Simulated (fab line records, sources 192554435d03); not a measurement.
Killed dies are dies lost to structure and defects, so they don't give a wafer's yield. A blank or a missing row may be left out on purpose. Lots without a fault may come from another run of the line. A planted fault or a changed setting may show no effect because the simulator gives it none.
Chamber matching | flow n5_finfet | N5_BEOL_M13_ETCH_68 on rie_diel-06: 4 sister chambers
The step etches SOC in N2/H2, time 355 s. 4 wafers are shown with their chamber, then 7 later ones without.

WAFERS WITH THEIR CHAMBER
wafer  | chamber | showerhead_plenum_p_Torr (Torr)
L084.3 | 0       | 2.48
L084.4 | 2       | 2.62
L088.1 | 1       | 2.33
L088.3 | 3       | 2.72

WAFERS WITHOUT THEIR CHAMBER
wafer  | showerhead_plenum_p_Torr (Torr)
L088.4 | 2.61
L090.1 | 2.48
L090.2 | 2.33
L090.4 | 2.72
L095.1 | 2.33
L095.2 | 2.47
L095.3 | 2.61

WHICH CHAMBER EACH WENT THROUGH
wafer  | from the rows above | in truth
L088.4 | 2                   | 2
L090.1 | 0                   | 0
L090.2 | 1                   | 1
L090.4 | 3                   | 3
L095.1 | 1                   | 1
L095.2 | 0                   | 0
L095.3 | 2                   | 2
Placed correctly: 7 of 7. Can't be placed from these rows: 0. Placed wrongly: 0.
How it was worked out, from the rows above alone: a wafer's distance from a chamber is the root of the sum, over the readings, of the square of ((its reading less the chamber's mean) divided by the reading's scatter). The wafer belongs to the nearest chamber; if the next one is less than 2 further off, it can't be placed. A chamber's mean is the mean of its shown wafers. The scatter: with one shown wafer a chamber, the root of the mean of the squares of how far each hidden wafer lies from its nearest shown one.
